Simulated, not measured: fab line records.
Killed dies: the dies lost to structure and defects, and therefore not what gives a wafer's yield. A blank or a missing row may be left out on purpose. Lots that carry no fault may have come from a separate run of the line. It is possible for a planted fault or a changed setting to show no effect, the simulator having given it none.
A lot that was struck, set against a sound lot | flow n5_finfet | 14 out of 1938 route steps
Sound: wafers L745.1, L745.4, L745.6. Wafers L748.2, L748.3, L748.6 were the ones struck. The cause comes at the end.
At each step with rows: each side's tool, then ch and its chambers, then its first start. Under that, the readings that differ: sound wafers | struck wafers | difference of the means | sigmas: that difference in standard deviations of wafers without a fault.
alike: readings with means less than 2 such deviations apart, plus words and numbers identical on both sides. not compared: withheld readings, readings lacking a value on some wafer, bounds such as >300 that could conceal the same value, and numbers that have no deviation in the record and whose values overlap.
A row with sigmas, a row that says differs or no value, or rows on one side alone: a step with any of these is where the two part. When numbers do not overlap yet have no deviation, they are printed without sigmas and do not part them. Lack of a reading on every wafer of one side parts them only where that side has two or more wafers.

first, 3 steps without rows for these wafers: N5_BEOL_M8_EXPOSE_25 (exposes mask V7, target cd 40 nm); N5_BEOL_M8_PEB_26 (peb time 60 s); N5_BEOL_M8_DEVELOP_27 (develop time 30 s).
N5_BEOL_M8_CD_MEAS_28 targets a cd of 40 nm.
  sound on cd_sem-02 ch 0, day 10 07:51; struck on cd_sem-03 ch 0, day 10 21:10
  alike: cd_nm
N5_BEOL_M8_OVL_MEAS_29:
  sound on overlay-02 ch 0, day 10 07:53; struck on overlay-01 ch 0, day 10 21:11
  alike: V7_OVL
N5_BEOL_M8_INSPECT_30: inspects for defects (brightfield).
  struck on defect_inspect-01, day 10 21:14; sound on defect_inspect-01, day 10 07:56
  reading          | sound       | struck      | difference | sigmas
  raw_defect_count | 526 597 611 | 332 357 312 | -244       | -2
N5_BEOL_M8_DESCUM_33: chemistry O2, time 7 s.
  sound on rie_diel-06 ch 2,3, day 10 07:58; struck on rie_diel-06 ch 1,3, day 10 21:17
  alike: drypump_motor_current_A, oes_product_au, rf_vpp_V, showerhead_plenum_p_Torr, throttle_valve_pct
  not compared: rf_hours_counter_h
N5_BEOL_M8_ETCH_72: etches underlayer in N2/H2, target depth 6.5 nm, time 5.2 s.
  sound on rie_diel-06 ch 2,3, day 10 08:01; struck on rie_diel-06 ch 1,3, day 10 21:19
  alike: drypump_motor_current_A, etch_rf_on_time_s, oes_product_au, rf_fwd_power_W, rf_vpp_V, showerhead_plenum_p_Torr, throttle_valve_pct
  not compared: rf_hours_counter_h
N5_BEOL_M8_ETCH_65: etches SiARC in CF4, target depth 15.6 nm, time 26 s.
  sound on rie_diel-06 ch 2,3, day 10 08:01; struck on rie_diel-06 ch 1,3, day 10 21:20
  alike: drypump_motor_current_A, etch_rf_on_time_s, mfc_ar_sccm, oes_product_au, rf_fwd_power_W, rf_vpp_V, showerhead_plenum_p_Torr, throttle_valve_pct
  not compared: rf_hours_counter_h
N5_BEOL_M8_ETCH_66: etches SOC in N2/H2, target depth 80 nm, overetch 16 nm, time 120 s.
  sound on rie_diel-06 ch 2,3, day 10 08:03; struck on rie_diel-06 ch 1,3, day 10 21:22
  alike: drypump_motor_current_A, oes_product_au, rf_fwd_power_W, rf_vpp_V, showerhead_plenum_p_Torr, throttle_valve_pct
  not compared: rf_hours_counter_h
then, 2 steps without rows for these wafers: N5_BEOL_M8_STRIP_69 (strips in N2/H2); N5_BEOL_M8_STRIP_73 (strips in N2/H2).
N5_BEOL_M8_VIA_ETCH_34: etches SiCOH lowk in C4F6/O2, target depth 125.5 nm, time 50.5 s.
  sound on rie_diel-06 ch 2,3, day 10 08:09; struck on rie_diel-06 ch 1,3, day 10 21:28
  reading                                  | sound             | struck            | difference | sigmas
  oes_f_703_au (a.u.)                      | 0.71 0.93 0.72    | 0.92 0.99 0.93    | +0.16      | +2
  rf_fwd_power_W (W)                       | 340.4 339.1 339.0 | 424.3 421.8 423.8 | +83.8      | +70
  rf_vpp_V (V)                             | 665 656 665       | 595 593 597       | -67        | -6
  model.etch.depth_nm (nm)                 | 123.4 123 122.9   | 135.6 138.1 134.6 | +13.0      |
  model.SOC_of_BEOL_M8_COAT_63.thk_nm (nm) | 53.6 53.8 53.8    | 53.2 53.2 53.2    | -0.5       |
  alike: C4F6_flow_sccm, drypump_motor_current_A, mfc_ar_sccm, oes_product_au, showerhead_plenum_p_Torr, throttle_valve_pct
  not compared: rf_hours_counter_h
then, 1 step without rows for these wafers: N5_BEOL_M8_STRIP_76 (strips in C4F6/O2).

## WHERE THEY PART
First at N5_BEOL_M8_INSPECT_30; last, within this record, at N5_BEOL_M8_VIA_ETCH_34.

WHY: what the simulator had put in
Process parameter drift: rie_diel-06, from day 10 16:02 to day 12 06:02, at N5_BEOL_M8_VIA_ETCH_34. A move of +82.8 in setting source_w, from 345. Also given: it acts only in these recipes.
